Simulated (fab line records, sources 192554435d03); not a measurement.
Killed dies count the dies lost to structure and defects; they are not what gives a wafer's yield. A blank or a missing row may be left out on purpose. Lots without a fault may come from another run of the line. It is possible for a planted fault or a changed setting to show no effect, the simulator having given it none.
Chamber matching	flow n5 finfet	N5_BEOL_M10_CURE_71 on uv cure-02: 3 sister chambers
The step cures SiCOH lowk, time 240 s. 6 wafers are shown with their chamber, then 12 later ones without.

## WAFERS, EACH WITH ITS CHAMBER
wafer	chamber	wafer_temp_C_max	lamp power pct (%)
L084.4	1	387.7	52.35
L084.5	1	387.1	52.35
L093.3	0	387.4	52.38
L093.4	0	387.2	52.25
L091.5	2	386.9	52.34
L091.6	2	386.3	52.36

## WAFERS WHOSE CHAMBER IS MISSING
wafer	wafer_temp_C_max	lamp power pct (%)
L092.1	387.7	52.30
L092.2	386.6	52.45
L092.4	386.3	52.40
L095.3	387.8	52.26
L095.4	387.0	52.36
L095.6	387.0	52.32
L096.1	386.6	52.25
L096.4	386.8	52.32
L096.5	386.4	52.29
L097.1	387.0	52.39
L097.3	387.3	52.32
L097.5	387.1	52.30

## THE CHAMBER EACH PASSED THROUGH
wafer	from the rows above	in truth
L092.1	can't be placed: 0 or 1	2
L092.2	can't be placed: 2 or 1 or 0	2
L092.4	can't be placed: 2 or 0 or 1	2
L095.3	can't be placed: 0 or 1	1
L095.4	can't be placed: 1 or 2 or 0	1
L095.6	can't be placed: 0 or 1 or 2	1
L096.1	can't be placed: 2 or 0 or 1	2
L096.4	can't be placed: 2 or 0 or 1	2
L096.5	can't be placed: 2 or 0 or 1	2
L097.1	can't be placed: 1 or 2 or 0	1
L097.3	can't be placed: 0 or 1 or 2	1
L097.5	can't be placed: 0 or 1 or 2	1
Correct placement for 0 of the 12. Cannot be placed on the basis of these rows: 12; the candidates contain the true chamber in 11. Placed wrongly: 0.
How it was worked out, from the rows above alone: a wafer's distance from a chamber is the root of the sum, over the readings, of the square of ((its reading less the chamber's mean) divided by the reading's scatter). If the next closest chamber is less than 2 further off than the closest, the wafer can't be placed; otherwise it belongs to the closest. The mean given for a chamber averages the wafers shown for that chamber. How the scatter is found: for the shown wafers, subtract from each reading the mean of its chamber, square and add these, divide the total by (wafers less chambers), then take the root.
